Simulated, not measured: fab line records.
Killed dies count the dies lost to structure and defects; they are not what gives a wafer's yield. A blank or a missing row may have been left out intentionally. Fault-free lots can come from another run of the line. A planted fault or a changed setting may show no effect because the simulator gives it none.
Chamber matching -- flow n5_finfet -- N5_FIN_CUT_CUT_ETCH_28 on rie_si-02 has 4 sister chambers
The step etches Si in HBr/Cl2/O2, target depth 6 nm, time 2.4 s. 16 wafers are shown with their chamber, then 8 later ones without.

== EACH WAFER AND ITS CHAMBER ==
wafer,chamber,throttle_valve_pct (%),oes_product_au (a.u.)
L075.1,2,37.42,0.985
L075.5,1,36.81,0.981
L075.6,2,37.43,1.000
L087.3,0,37.06,0.965
L087.4,1,36.79,0.972
L087.6,0,37.05,0.961
L088.1,3,36.84,0.996
L088.2,0,37.04,0.965
L088.6,3,36.84,1.001
L089.1,1,36.80,0.974
L089.2,3,36.87,0.985
L089.4,0,37.05,0.973
L092.1,1,36.80,0.970
L092.2,2,37.43,0.985
L092.3,0,37.06,0.964
L093.3,2,37.44,0.989

SIGNATURES, as means of the wafers listed above
reading,chamber 0,chamber 1,chamber 2,chamber 3,scatter within a chamber
throttle_valve_pct,37.0520,36.8000,37.4300,36.8500,0.0103
oes_product_au,0.96560,0.97425,0.98975,0.99400,0.006
Rule: distance of a wafer from a chamber = root of the sum over the readings of ((wafer's reading minus chamber's mean) / reading's scatter) squared. If the next closest chamber is less than 2 further off than the closest, the wafer can't be placed; otherwise it belongs to the closest. How the scatter is found: for the shown wafers, subtract from each reading the mean of its chamber, square and add these, divide the total by (wafers less chambers), then take the root.

== WAFERS WITH NO CHAMBER GIVEN ==
wafer,throttle_valve_pct (%),oes_product_au (a.u.)
L093.4,36.84,0.997
L093.6,37.04,0.965
L094.1,36.84,0.999
L094.4,36.80,0.981
L094.6,36.84,0.999
L097.1,36.81,0.978
L097.4,36.85,1.004
L097.6,36.79,0.980

== EACH ONE'S CHAMBER ==
wafer,from the rows above,in truth
L093.4,3,3
L093.6,0,0
L094.1,3,3
L094.4,1,1
L094.6,3,3
L097.1,1,1
L097.4,3,3
L097.6,1,1
Placed correctly: 8 of 8. Left unplaced by these rows: 0. Wrongly placed: 0.
